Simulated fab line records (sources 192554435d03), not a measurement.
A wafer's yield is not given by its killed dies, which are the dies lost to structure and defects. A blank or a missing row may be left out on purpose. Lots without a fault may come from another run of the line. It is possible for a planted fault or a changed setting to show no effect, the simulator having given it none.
fab line records | flow n5_finfet
record: lots: 7 | wafers: 21 | last_day: 17
route steps=1938 shown BEOL_M0_SAQP@655 BEOL_M4@1111
lots that met no fault: taken from a fault-free run of the same line
start_h: start of the lot's first displayed wafer, in hours after the record's first day | wait_h: hours since the lot's step before | " repeats the value in the row above | L1.1+2: a row that stands for several wafers | - no value, or no start given | * or withheld: withheld | < > ~ a bound
route shown NAME@n: a module of which the file shows steps, and the number in the route of the first | usual: mean/standard deviation taken from wafers without a fault | same: alike in all rows | chamber/n: place in a boat | sites: the reading at each site | _std_site: standard deviation of those values | _edge_site: inner sites' mean taken away from outer sites' mean | radius_mm: for every site, how far away it sits from the centre of the wafer | mask NAME#n: copy n | behind: tool/chamber where the wafer was last shaped | hold: what put the lot on hold/how long, in hours/how the hold closed | device: names the non-switching transistor (n, p or np) | end of line: the tests these same wafers got at the end of their route | where a step has no rows: the recipe by itself | killed: at the first sort, the dies lost to defects and structure; wafer yield is something else | map: per-die view of a wafer (x killed, . not killed, _ where there is no die)
set.NAME: the setting as run; set.NAME@STEP: as run at that earlier step | model.NAME: the simulator's own value behind a step, which no gauge read
lots at selected steps of the route; one table per step, one row per wafer
services: when a tool's chamber went out of use (start_h, in hours from the record's first day, below 0 if earlier), for how many hours, and the reason
== steps ==
step: N5_BEOL_M0_SAQP_STRIP_80
recipe: chemistry: N2/H2 | temp_c: 40 | n2_flow_sccm: 200 | h2_flow_sccm: 200 | rf_frequency_hz: 6e+07
step: N5_BEOL_M0_SAQP_HM_OPEN_112
recipe: chemistry: CHF3/O2 | target: SiO2 | stop_on: a-Si | target_depth_a: 120 | over_etch_frac: 1.25 | mask_material: SOC | time_s: 13.5 | pressure_mtorr: 30 | source_w: 650 | bias_w: 170 | Ar_flow_sccm: 200 | CHF3_flow_sccm: 50 | O2_flow_sccm: 5 | ion_energy_ev: 200 | ends: end_point
usual: drypump_motor_current_A: 5.6/0.53 | oes_o_777_au: 0.77/0.076 | oes_product_au: 0.51/0.054 | rf_vpp_V: 527/7.6 | showerhead_plenum_p_Torr: 2.45/0.093 | throttle_valve_pct: 18.89/0.27
lot.wafer | tool        | chamber | start_h | wait_h | drypump_motor_current_A | oes_o_777_au | oes_product_au | rf_hours_counter_h | rf_vpp_V | showerhead_plenum_p_Torr | throttle_valve_pct
L787.1    | rie_diel-05 | 3       | 115.62  | 0.0    | 5.6                     | 0.75         | 0.49           | 143                | 528      | 2.52                     | 18.63
L787.3    | "           | 2       | "       | "      | 5.0                     | 0.73         | 0.48           | 169                | 523      | 2.51                     | 19.28
L787.6    | "           | 3       | "       | "      | 5.6                     | 0.75         | 0.49           | -                  | 528      | 2.52                     | 18.64
L796.2    | rie_diel-06 | 2       | 169.83  | 0.0    | 5.9                     | 0.68         | 0.44           | 239                | 514      | 2.36                     | 19.08
L796.4    | "           | 3       | "       | "      | 6.5                     | 0.73         | 0.49           | 155                | 538      | 2.49                     | 18.61
L796.5    | "           | 2       | "       | "      | 5.9                     | 0.69         | 0.44           | -                  | 513      | 2.36                     | 19.07
L798.1    | rie_diel-02 | 0       | 185.23  | 0.0    | 5.2                     | 0.75         | 0.48           | 157                | 515      | 2.49                     | 19.15
L798.5    | "           | 3       | "       | "      | 5.5                     | 0.72         | 0.49           | -                  | 521      | 2.50                     | 19.03
L798.6    | "           | 0       | "       | "      | 5.2                     | 0.75         | 0.48           | -                  | 516      | 2.49                     | 19.15
L799.1    | rie_diel-06 | 1       | 185.78  | 0.0    | 6.6                     | 0.85         | 0.57           | 38                 | 527      | 2.54                     | 18.45
L799.3    | "           | 0       | "       | "      | 5.1                     | 0.74         | 0.48           | 156                | 523      | 2.30                     | 18.86
L799.5    | "           | 2       | "       | "      | 5.9                     | 0.68         | 0.43           | -                  | 515      | 2.36                     | 19.08
L800.3    | rie_diel-05 | 0       | 192.70  | 0.0    | 6.1                     | 0.72         | 0.46           | 223                | 526      | 2.27                     | 19.03
L800.4    | "           | 3       | "       | "      | 5.6                     | 0.73         | 0.48           | 169                | 528      | 2.51                     | 18.68
L800.6    | "           | 3       | "       | "      | 5.6                     | 0.73         | 0.46           | -                  | 530      | 2.51                     | 18.68
L803.1    | rie_diel-02 | 1       | 208.81  | 0.0    | 5.6                     | 0.98         | 0.64           | 7                  | 525      | 2.54                     | 18.90
L803.5    | "           | 1       | "       | "      | 5.6                     | 0.98         | 0.64           | -                  | 526      | 2.54                     | 18.90
L803.6    | "           | 0       | "       | "      | 5.2                     | 0.75         | 0.49           | -                  | 516      | 2.49                     | 19.16
L808.4    | rie_diel-02 | 1       | 240.78  | 0.0    | 5.6                     | 0.95         | 0.62           | 18                 | 526      | 2.54                     | 18.90
L808.5    | "           | 2       | "       | "      | 5.0                     | 0.88         | 0.60           | -                  | 542      | 2.58                     | 18.60
L808.6    | "           | 1       | "       | "      | 5.7                     | 0.95         | 0.61           | -                  | 526      | 2.54                     | 18.93
step: N5_BEOL_M0_SAQP_STRIP_113
recipe: chemistry: CHF3/O2 | resist: SiARC | rf_frequency_hz: 6e+07
step: N5_BEOL_M0_SAQP_MANDREL_ETCH_20
recipe: target_depth_a: 600 | chemistry: HBr/Cl2 | target: a-Si | stop_on: SiNx | bt_time_s: 10 | mask_material: SOC | over_etch_frac: 0.5 | time_s: 30 | pressure_mtorr: 10 | icp_w: 800 | bias_w: 75 | HBr_flow_sccm: 150 | Cl2_flow_sccm: 80 | ends: end_point
step: N5_BEOL_M0_SAQP_STRIP_86
recipe: chemistry: N2/H2 | power_w: 500 | temp_c: 40 | pressure_mtorr: 50 | rf_frequency_hz: 6e+07 | overash_fraction: 0.3 | bias_power_w: 28 | h2_frac: 0.5 | n2_flow_sccm: 300 | h2_flow_sccm: 300
usual: drypump_motor_current_A: 5.7/0.54 | oes_product_au: 0.79/0.095 | rf_vpp_V: 122.1/1.4 | showerhead_plenum_p_Torr: 3.43/0.14 | temp_c: 40.01/0.12 | throttle_valve_pct: 19.0/0.46
same: overash_fraction: 0.3
lot.wafer | tool        | chamber | start_h | wait_h | drypump_motor_current_A | oes_product_au | rf_hours_counter_h | rf_vpp_V | showerhead_plenum_p_Torr | temp_c | throttle_valve_pct
L787.1    | rie_diel-02 | 2       | 116.12  | 0.4    | 5.0                     | 0.69           | 254                | 120.5    | 3.16                     | 39.89  | 18.6
L787.3    | "           | 3       | "       | "      | 5.5                     | 0.76           | 129                | 120.5    | 3.51                     | 40.12  | 18.9
L787.6    | "           | 3       | "       | "      | 5.5                     | 0.76           | -                  | 122.1    | 3.51                     | 40.13  | 18.9
L796.2    | rie_diel-06 | 1       | 170.01  | 0.1    | 6.6                     | 0.89           | 34                 | 122.8    | 3.57                     | 39.91  | 18.6
L796.4    | "           | 0       | "       | "      | 5.2                     | 0.75           | 151                | 121.6    | 3.21                     | 40.18  | 18.6
L796.5    | "           | 0       | "       | "      | 5.2                     | 0.75           | -                  | 119.9    | 3.21                     | 40.21  | 18.6
L798.1    | rie_diel-06 | 0       | 185.44  | 0.1    | 5.1                     | 0.75           | 156                | 121.8    | 3.21                     | 39.95  | 18.6
L798.5    | "           | 1       | "       | "      | 6.6                     | 0.87           | -                  | 123.0    | 3.56                     | 40.06  | 18.6
L798.6    | "           | 0       | "       | "      | 5.2                     | 0.74           | -                  | 119.6    | 3.21                     | 40.30  | 18.6
L799.1    | rie_diel-06 | 0       | 185.96  | 0.1    | 5.1                     | 0.75           | 156                | 120.9    | 3.21                     | 40.07  | 18.6
L799.3    | "           | 2       | "       | "      | 5.9                     | 0.66           | 243                | 121.7    | 3.31                     | 40.12  | 19.4
L799.5    | "           | 2       | "       | "      | 5.9                     | 0.66           | -                  | 120.3    | 3.31                     | 39.91  | 19.4
L800.3    | rie_diel-02 | 0       | 192.88  | 0.1    | 5.2                     | 0.73           | 160                | 122.3    | 3.47                     | 40.08  | 18.9
L800.4    | "           | 3       | "       | "      | 5.5                     | 0.75           | 156                | 125.3    | 3.49                     | 39.94  | 19.0
L800.6    | "           | 3       | "       | "      | 5.5                     | 0.75           | -                  | 123.7    | 3.49                     | 40.03  | 19.0
L803.1    | rie_diel-02 | 0       | 209.00  | 0.1    | 5.2                     | 0.74           | 164                | 120.6    | 3.47                     | 39.95  | 18.9
L803.5    | "           | 0       | "       | "      | 5.2                     | 0.74           | -                  | 120.7    | 3.47                     | 40.01  | 18.9
L803.6    | "           | 1       | "       | "      | 5.6                     | 0.97           | -                  | 123.7    | 3.59                     | 39.90  | 19.8
L808.4    | rie_diel-02 | 0       | 240.96  | 0.1    | 5.2                     | 0.73           | 175                | 120.9    | 3.46                     | 40.33  | 18.9
L808.5    | "           | 0       | "       | "      | 5.2                     | 0.73           | -                  | 122.8    | 3.46                     | 40.23  | 18.9
L808.6    | "           | 3       | "       | "      | 5.5                     | 0.73           | -                  | 124.5    | 3.48                     | 39.88  | 19.0
step: N5_BEOL_M0_SAQP_STRIP_115
recipe: chemistry: post_etch_residue_remover | time_s: 60 | temp_c: 25 | remover_ph: withheld | remover_water_wt_pct: withheld | remover_fluoride_wt_pct: withheld
step: N5_BEOL_M0_SAQP_SRD_93
recipe: dry: ipa_marangoni | time_s: 30 | temp_c: 23 | rinse_liquid: diw
step: N5_BEOL_M0_SAQP_RECESS_114
recipe: chemistry: HF/NH3 | target: SiO2 | target_depth_a: 144 | afs_cycles: 3 | temp_c: 30 | sublimation_temp_c: 180 | sublimation_time_s: 60
step: N5_BEOL_M0_SAQP_SPACER1_ALD_98
recipe: material: SiO2 | target_thk_a: 128 | temp_c: 300 | ald_precursor_family: BDEAS | ald_co_reactant: O2-plasma | pulse_time_s: 1 | purge_time_s: 2 | co_reactant_purge_time_s: 2 | ald_cycles: 138 | pressure_torr: 2
usual: heater_power_w: 472/38 | precursor_pulse_height_rel: 0.995/0.02
same: pulse_time_s: 1
lot.wafer | tool       | chamber | start_h | wait_h | heater_power_w | precursor_pulse_height_rel
L787.1    | ald_sin-01 | 2       | 116.80  | 0.4    | 415            | 0.971
L787.3    | "          | 3       | "       | "      | 528            | 1.008
L787.6    | "          | 1       | "       | "      | 450            | 0.985
L796.2    | ald_sin-03 | 0       | 170.64  | 0.4    | 526            | 1.002
L796.4    | "          | 2       | "       | "      | 421            | 0.972
L796.5    | "          | 1       | "       | "      | 465            | 0.997
L798.1    | ald_sin-03 | 2       | 186.77  | 1.1    | 408            | 1.018
L798.5    | "          | 3       | "       | "      | 433            | 1.007
L798.6    | "          | 0       | "       | "      | 538            | 1.005
L799.1    | ald_sin-01 | 0       | 187.11  | 0.9    | 518            | 1.018
L799.3    | "          | 2       | "       | "      | 417            | 1.017
L799.5    | "          | 0       | "       | "      | 494            | 0.992
L800.3    | ald_sin-03 | 2       | 193.57  | 0.3    | 426            | 0.969
L800.4    | "          | 3       | "       | "      | 430            | 1.001
L800.6    | "          | 2       | "       | "      | 423            | 1.047
L803.1    | ald_sin-02 | 1       | 209.51  | 0.3    | 446            | 0.988
L803.5    | "          | 3       | "       | "      | 461            | 0.984
L803.6    | "          | 2       | "       | "      | 513            | 0.988
L808.4    | ald_sin-03 | 1       | 241.96  | 0.6    | 461            | 0.977
L808.5    | "          | 0       | "       | "      | 522            | 0.994
L808.6    | "          | 3       | "       | "      | 426            | 0.993
step: N5_BEOL_M0_SAQP_SPACER1_ETCHBACK_99
recipe: chemistry: CHF3/O2 | mode: anisotropic_etchback | target: SiO2 | target_depth_a: 154 | time_s: 7.7 | pressure_mtorr: 30 | source_w: 650 | bias_w: 170 | Ar_flow_sccm: 200 | CHF3_flow_sccm: 50 | O2_flow_sccm: 5 | ion_energy_ev: 200
usual: drypump_motor_current_A: 5.5/0.44 | oes_o_777_au: 0.78/0.087 | oes_product_au: 0.79/0.095 | rf_vpp_V: 526/7.4 | showerhead_plenum_p_Torr: 2.46/0.092 | throttle_valve_pct: 19.00/0.25
lot.wafer | tool        | chamber | start_h | wait_h | drypump_motor_current_A | oes_o_777_au | oes_product_au | rf_hours_counter_h | rf_vpp_V | showerhead_plenum_p_Torr | throttle_valve_pct
L787.1    | rie_diel-05 | 2       | 117.33  | 0.3    | 5.0                     | 0.73         | 0.75           | 170                | 525      | 2.51                     | 19.35
L787.3    | "           | 3       | "       | "      | 5.6                     | 0.76         | 0.75           | 144                | 531      | 2.52                     | 18.70
L787.6    | "           | 3       | "       | "      | 5.6                     | 0.76         | 0.75           | -                  | 530      | 2.52                     | 18.70
L796.2    | rie_diel-06 | 0       | 171.14  | 0.3    | 5.1                     | 0.73         | 0.74           | 151                | 524      | 2.31                     | 18.90
L796.4    | "           | 1       | "       | "      | 6.6                     | 0.86         | 0.87           | 34                 | 527      | 2.54                     | 18.51
L796.5    | "           | 1       | "       | "      | 6.6                     | 0.86         | 0.87           | -                  | 526      | 2.54                     | 18.50
L798.1    | rie_diel-02 | 1       | 187.25  | 0.3    | 5.6                     | 1.02         | 1.02           | 0                  | 526      | 2.54                     | 18.94
L798.5    | "           | 1       | "       | "      | 5.6                     | 1.02         | 1.02           | -                  | 526      | 2.54                     | 18.97
L798.6    | "           | 0       | "       | "      | 5.2                     | 0.76         | 0.72           | -                  | 514      | 2.49                     | 19.22
L799.1    | rie_diel-02 | 2       | 187.59  | 0.3    | 5.0                     | 0.91         | 0.96           | 7                  | 542      | 2.58                     | 18.64
L799.3    | "           | 1       | "       | "      | 5.6                     | 1.02         | 1.03           | 0                  | 525      | 2.54                     | 18.95
L799.5    | "           | 1       | "       | "      | 5.6                     | 1.02         | 1.01           | -                  | 528      | 2.54                     | 18.94
L800.3    | rie_diel-02 | 2       | 194.05  | 0.3    | 5.0                     | 0.91         | 0.96           | 9                  | 542      | 2.58                     | 18.66
L800.4    | "           | 0       | "       | "      | 5.2                     | 0.76         | 0.73           | 160                | 515      | 2.49                     | 19.22
L800.6    | "           | 3       | "       | "      | 5.5                     | 0.73         | 0.73           | -                  | 523      | 2.50                     | 19.09
L803.1    | rie_diel-05 | 3       | 209.99  | 0.3    | 5.6                     | 0.73         | 0.72           | 174                | 530      | 2.51                     | 18.75
L803.5    | "           | 0       | "       | "      | 6.2                     | 0.72         | 0.72           | -                  | 525      | 2.27                     | 19.10
L803.6    | "           | 3       | "       | "      | 5.6                     | 0.73         | 0.72           | -                  | 528      | 2.51                     | 18.74
L808.4    | rie_diel-02 | 3       | 242.43  | 0.3    | 5.5                     | 0.71         | 0.73           | 170                | 522      | 2.49                     | 19.14
L808.5    | "           | 3       | "       | "      | 5.5                     | 0.72         | 0.73           | -                  | 522      | 2.49                     | 19.13
L808.6    | "           | 2       | "       | "      | 5.0                     | 0.88         | 0.92           | -                  | 542      | 2.58                     | 18.68
step: N5_BEOL_M0_SAQP_MANDREL1_REMOVE_100
recipe: chemistry: HBr/Cl2/O2 | bt_time_s: 10 | target: a-Si | stop_on: SiNx | endpoint: OES-SiCl | over_etch_frac: 0.85 | icp_w: 600 | bias_w: 30 | HBr_flow_sccm: 150 | Cl2_flow_sccm: 80 | O2_flow_sccm: 5 | pressure_mtorr: 10
step: N5_BEOL_M0_SAQP_CD_MEAS_25
recipe: target_cd_nm: 13.1 | landing_energy_ev: 1000 | detector: se_inlens
usual: cd_nm: 12.77/0.22
lot.wafer | tool      | chamber | start_h | wait_h | cd_nm
L787.1    | cd_sem-02 | 0       | 117.53  | 0.1    | 12.66
L787.3    | "         | 0       | "       | "      | 12.85
L787.6    | "         | 0       | "       | "      | 13.22
L796.2    | cd_sem-03 | 0       | 171.34  | 0.1    | 12.73
L796.4    | "         | 0       | "       | "      | 13.13
L796.5    | "         | 0       | "       | "      | 12.99
L798.1    | cd_sem-01 | 0       | 187.44  | 0.1    | 12.49
L798.5    | "         | 0       | "       | "      | 13.12
L798.6    | "         | 0       | "       | "      | 12.67
L799.1    | cd_sem-01 | 0       | 187.78  | 0.1    | 13.03
L799.3    | "         | 0       | "       | "      | 12.36
L799.5    | "         | 0       | "       | "      | 13.02
L800.3    | cd_sem-02 | 0       | 194.25  | 0.1    | 12.74
L800.4    | "         | 0       | "       | "      | 12.50
L800.6    | "         | 0       | "       | "      | 12.91
L803.1    | cd_sem-03 | 0       | 210.18  | 0.1    | 12.93
L803.5    | "         | 0       | "       | "      | 12.57
L803.6    | "         | 0       | "       | "      | 12.51
L808.4    | cd_sem-02 | 0       | 242.63  | 0.1    | 12.60
L808.5    | "         | 0       | "       | "      | 12.39
L808.6    | "         | 0       | "       | "      | 12.54
step: N5_BEOL_M0_SAQP_ETCH_101
recipe: chemistry: CH3F/O2 | target: SiNx | mask_material: SiO2 | target_depth_a: 299 | time_s: 42.7 | pressure_mtorr: 30 | source_w: 395 | bias_w: 73 | Ar_flow_sccm: 150 | CH3F_flow_sccm: 30 | O2_flow_sccm: 20 | ion_energy_ev: 120
usual: CH3F_flow_sccm: 30.00/0.1 | drypump_motor_current_A: 5.5/0.47 | oes_o_777_au: 0.78/0.086 | oes_product_au: 0.79/0.093 | rf_vpp_V: 299/4.3 | showerhead_plenum_p_Torr: 2.05/0.076 | throttle_valve_pct: 16.44/0.26
lot.wafer | tool        | chamber | start_h | wait_h | CH3F_flow_sccm | drypump_motor_current_A | oes_o_777_au | oes_product_au | rf_hours_counter_h | rf_vpp_V | showerhead_plenum_p_Torr | throttle_valve_pct | model.etch.depth_nm
L787.1    | rie_diel-02 | 3       | 117.67  | 0.1    | 30.15          | 5.5                     | 0.75         | 0.77           | 130                | 296      | 2.09                     | 16.51              | 29.98
L787.3    | "           | 0       | "       | "      | 30.06          | 5.2                     | 0.78         | 0.75           | 130                | 293      | 2.08                     | 16.66              | 29.27
L787.6    | "           | 3       | "       | "      | 30.13          | 5.5                     | 0.75         | 0.76           | -                  | 298      | 2.09                     | 16.49              | 29.39
L796.2    | rie_diel-02 | 3       | 171.41  | 0.1    | 29.94          | 5.5                     | 0.73         | 0.75           | 149                | 298      | 2.08                     | 16.56              | 29.95
L796.4    | "           | 0       | "       | "      | 30.09          | 5.2                     | 0.77         | 0.73           | -                  | 294      | 2.07                     | 16.68              | 29.27
L796.5    | "           | 3       | "       | "      | 29.98          | 5.5                     | 0.73         | 0.95           | -                  | 296      | 2.08                     | 16.56              | 42.93
L798.1    | rie_diel-02 | 3       | 187.48  | 0.0    | 29.85          | 5.5                     | 0.73         | 0.74           | 154                | 296      | 2.08                     | 16.56              | 29.79
L798.5    | "           | 0       | "       | "      | 30.14          | 5.2                     | 0.75         | 0.92           | -                  | 293      | 2.07                     | 16.72              | 41.69
L798.6    | "           | 1       | "       | "      | 30.09          | 5.6                     | 1.02         | 1.02           | -                  | 298      | 2.12                     | 16.37              | 30.37
L799.1    | rie_diel-02 | 2       | 187.82  | 0.0    | 30.18          | 5.0                     | 0.90         | 0.95           | 7                  | 308      | 2.15                     | 16.08              | 30.06
L799.3    | "           | 1       | "       | "      | 30.19          | 5.6                     | 1.03         | 1.30           | 1                  | 298      | 2.12                     | 16.40              | 43.68
L799.5    | "           | 0       | "       | "      | 29.97          | 5.2                     | 0.75         | 0.92           | -                  | 293      | 2.07                     | 16.72              | 41.37
L800.3    | rie_diel-05 | 2       | 194.28  | 0.0    | 29.85          | 5.0                     | 0.72         | 0.72           | 196                | 297      | 2.08                     | 16.84              | 30.02
L800.4    | "           | 3       | "       | "      | 29.74          | 5.6                     | 0.73         | 0.73           | 170                | 300      | 2.09                     | 16.23              | 29.69
L800.6    | "           | 2       | "       | "      | 29.96          | 5.0                     | 0.72         | 0.72           | -                  | 296      | 2.08                     | 16.84              | 29.77
L803.1    | rie_diel-05 | 3       | 210.50  | 0.3    | 29.89          | 5.6                     | 0.73         | 0.73           | 174                | 301      | 2.08                     | 16.25              | 29.63
L803.5    | "           | 2       | "       | "      | 30.06          | 5.0                     | 0.71         | 0.72           | -                  | 298      | 2.07                     | 16.86              | 29.74
L803.6    | "           | 1       | "       | "      | 30.06          | 5.7                     | 0.83         | 0.86           | -                  | 304      | 2.02                     | 16.27              | 30.29
L808.4    | rie_diel-06 | 3       | 242.67  | 0.0    | 30.05          | 6.4                     | 0.71         | 0.72           | 174                | 305      | 2.07                     | 16.19              | 28.77
L808.5    | "           | 2       | "       | "      | 29.91          | 5.9                     | 0.96         | 0.94           | -                  | 293      | 1.95                     | 16.18              | 30.64
L808.6    | "           | 1       | "       | "      | 30.06          | 6.6                     | 0.82         | 0.84           | -                  | 299      | 2.10                     | 15.98              | 29.41
step: N5_BEOL_M0_SAQP_ETCH_102
recipe: chemistry: CF4 | target: SiO2 | target_depth_a: 40 | ion_energy_ev: 350 | time_s: 4.4 | pressure_mtorr: 10 | icp_w: 800 | bias_w: 400 | cf4_flow_sccm: 80
usual: drypump_motor_current_A: 5.6/0.42 | oes_product_au: 1.001/0.017 | throttle_valve_pct: 21.87/0.23
lot.wafer | tool      | chamber | start_h | wait_h | drypump_motor_current_A | oes_product_au | rf_hours_counter_h | throttle_valve_pct
L787.1    | rie_si-04 | 2       | 117.78  | 0.1    | 5.0                     | 1.026          | 160                | 22.19
L787.3    | "         | 1       | "       | "      | 5.2                     | 1.022          | 81                 | 22.22
L787.6    | "         | 1       | "       | "      | 5.2                     | 1.025          | -                  | 22.24
L796.2    | rie_si-06 | 1       | 171.52  | 0.1    | 5.3                     | 1.002          | 180                | 21.62
L796.4    | "         | 0       | "       | "      | 6.2                     | 1.024          | 182                | 21.73
L796.5    | "         | 1       | "       | "      | 5.3                     | 0.998          | -                  | 21.62
L798.1    | rie_si-05 | 0       | 187.59  | 0.1    | 6.3                     | 1.007          | 24                 | 21.86
L798.5    | "         | 1       | "       | "      | 5.5                     | 0.995          | -                  | 22.24
L798.6    | "         | 0       | "       | "      | 6.3                     | 1.017          | -                  | 21.87
L799.1    | rie_si-06 | 2       | 187.93  | 0.1    | 5.7                     | 0.997          | 6                  | 21.88
L799.3    | "         | 0       | "       | "      | 6.2                     | 1.035          | 183                | 21.74
L799.5    | "         | 2       | "       | "      | 5.7                     | 1.004          | -                  | 21.89
L800.3    | rie_si-05 | 3       | 194.39  | 0.1    | 5.6                     | 0.990          | 189                | 21.66
L800.4    | "         | 1       | "       | "      | 5.5                     | 0.982          | 35                 | 22.26
L800.6    | "         | 3       | "       | "      | 5.6                     | 0.997          | -                  | 21.66
L803.1    | rie_si-06 | 1       | 210.60  | 0.1    | 5.3                     | 1.012          | 180                | 21.59
L803.5    | "         | 0       | "       | "      | 6.2                     | 1.033          | -                  | 21.73
L803.6    | "         | 1       | "       | "      | 5.3                     | 1.011          | -                  | 21.59
L808.4    | rie_si-05 | 3       | 242.77  | 0.1    | 5.6                     | 1.034          | 0                  | 21.75
L808.5    | "         | 3       | "       | "      | 5.7                     | 1.030          | -                  | 21.74
L808.6    | "         | 0       | "       | "      | 6.3                     | 1.002          | -                  | 21.85
step: N5_BEOL_M4_RC_MEAS_101
usual: DIBL_N: 36.2/1.7 | DIBL_P: 36.2/2.2 | IOFF_N: 0.16/0.035 | IOFF_P: 0.21/0.042 | ION_N: 673/13 | ION_P: 462/7.9 | SS_N: 71.4/0.59 | SS_P: 73.2/0.7 | VT_N: 250/3.6 | VT_P: -251/3.5
lot.wafer | tool      | chamber | start_h | wait_h | DIBL_N[mV/V] | DIBL_P[mV/V] | IOFF_N[nA/um] | IOFF_P[nA/um] | ION_N[uA/um] | ION_P[uA/um] | SS_N[mV/dec] | SS_P[mV/dec] | VT_N[mV] | VT_P[mV]
L787.1    | prober-01 | 0       | 167.06  | 0.0    | 37.0         | 38.0         | 0.16          | 0.21          | 678          | 460          | 72.1         | 73.3         | 249      | -251
L787.3    | "         | 0       | "       | "      | 36.5         | 37.9         | 0.16          | 0.22          | 684          | 464          | 71.8         | 73.3         | 245      | -250
L787.6    | "         | 0       | "       | "      | 37.1         | 38.4         | 0.18          | 0.22          | 682          | 462          | 71.1         | 72.3         | 248      | -251
L796.2    | prober-01 | 0       | 237.76  | 0.2    | 40.1         | 40.2         | 0.23          | 0.26          | 680          | 464          | 72.5         | 73.4         | 244      | -252
L796.4    | "         | 0       | "       | "      | 33.8         | 33.7         | 0.12          | 0.17          | 653          | 449          | 70.6         | 72.2         | 256      | -253
L796.5    | "         | 0       | "       | "      | 38.5         | 39.5         | 0.21          | 0.26          | 688          | 465          | 71.7         | 73.7         | 247      | -251
L798.1    | prober-02 | 0       | 244.11  | 0.0    | 36.4         | 36.5         | 0.14          | 0.18          | 672          | 457          | 70.7         | 73.1         | 250      | -256
L798.5    | "         | 0       | "       | "      | 36.0         | 36.5         | 0.13          | 0.18          | 668          | 458          | 70.6         | 74.5         | 250      | -254
L798.6    | "         | 0       | "       | "      | 36.7         | 36.5         | 0.15          | 0.19          | 678          | 465          | 71.2         | 73.4         | 253      | -253
L800.3    | prober-01 | 0       | 245.22  | 0.3    | 35.2         | 36.0         | 0.14          | 0.21          | 666          | 472          | 71.5         | 72.7         | 253      | -250
L800.4    | "         | 0       | "       | "      | 35.0         | 37.0         | 0.14          | 0.23          | 663          | 470          | 71.2         | 73.3         | 250      | -245
L800.6    | "         | 0       | "       | "      | 36.5         | 37.8         | 0.15          | 0.24          | 677          | 471          | 71.5         | 73.4         | 250      | -246
L799.1    | prober-02 | 0       | 247.81  | 0.0    | 35.6         | 34.2         | 0.13          | 0.17          | 675          | 455          | 71.1         | 72.4         | 252      | -256
L799.3    | "         | 0       | "       | "      | 33.0         | 31.8         | 0.10          | 0.14          | 662          | 457          | 69.9         | 72.5         | 256      | -256
L799.5    | "         | 0       | "       | "      | 34.5         | 32.8         | 0.12          | 0.15          | 661          | 453          | 70.9         | 72.1         | 255      | -257
L803.1    | prober-02 | 0       | 276.94  | 0.0    | 35.1         | 35.7         | 0.15          | 0.21          | 662          | 457          | 71.4         | 72.8         | 250      | -249
L803.5    | "         | 0       | "       | "      | 34.8         | 35.5         | 0.15          | 0.21          | 669          | 461          | 71.2         | 72.5         | 249      | -251
L803.6    | "         | 0       | "       | "      | 37.0         | 37.2         | 0.18          | 0.24          | 681          | 465          | 71.5         | 73.2         | 247      | -249
L808.4    | prober-02 | 0       | 304.08  | 0.5    | 35.5         | 34.0         | 0.13          | 0.18          | 673          | 461          | 70.5         | 72.0         | 252      | -250
L808.5    | "         | 0       | "       | "      | 36.7         | 36.2         | 0.15          | 0.22          | 663          | 464          | 70.8         | 73.2         | 249      | -248
L808.6    | "         | 0       | "       | "      | 33.2         | 31.4         | 0.10          | 0.15          | 646          | 458          | 70.2         | 71.6         | 259      | -254
== services ==
tool        | chamber | start_h | hours | kind
rie_si-05   | 2       | 104.00  | 2.9   | repair
rie_diel-02 | 2       | 106.52  | 6.9   | repair
rie_diel-02 | 1       | 113.58  | 17.4  | repair
rie_si-06   | 1       | 114.87  | 4.9   | repair
rie_diel-05 | 1       | 115.02  | 3.4   | repair
rie_diel-02 | 2       | 118.32  | 7.8   | repair
rie_si-04   | 3       | 121.86  | 1.2   | repair
rie_si-05   | 3       | 128.71  | 3.4   | repair
rie_diel-02 | 2       | 131.09  | -     | clean
rie_diel-02 | 2       | 131.09  | -     | consumable_replace:focus_ring
rie_diel-02 | 2       | 131.09  | -     | consumable_replace:showerhead
rie_diel-02 | 2       | 131.09  | 30.9  | scheduled_down
rie_diel-02 | 2       | 131.09  | 30.9  | vent_cycle
rie_si-04   | 2       | 132.35  | 7.1   | repair
rie_si-05   | 3       | 133.45  | 6.2   | repair
rie_diel-02 | 3       | 144.57  | 4.2   | repair
rie_diel-02 | -       | 154.97  | 0.8   | repair
rie_diel-05 | 0       | 160.21  | 8.9   | repair
rie_diel-02 | 1       | 171.41  | -     | clean
ald_sin-02  | -       | 177.10  | 14.0  | pm
rie_si-04   | 2       | 193.65  | 6.7   | repair
ald_sin-02  | 2       | 202.32  | 6.5   | repair
rie_diel-02 | 2       | 209.65  | 5.9   | repair
rie_diel-06 | -       | 213.63  | 0.3   | repair
== key ==
first_sign: step: N5_BEOL_M0_SAQP_ETCH_101 | reading: oes_product_au | direction: up | sigmas: 2.5 | usual: 0.79 | struck: 1.02
effect none on later readings
model_effect: step: N5_BEOL_M0_SAQP_ETCH_101 | value: etch.depth_nm | without: 29.59 | struck: 42.42
met_at N5_BEOL_M0_SAQP_ETCH_101
struck_wafers L796.5,L798.5,L799.3,L799.5
onset_between 117.67 171.41
fault: kind: process_parameter_drift | tool: rie_diel-02 | chamber: - | onset_h: 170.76 | steps: N5_BEOL_M0_SAQP_ETCH_101 | channel: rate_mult | offset: 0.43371 | shape: step | end_h: 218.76 | scope: struck_wafers_only
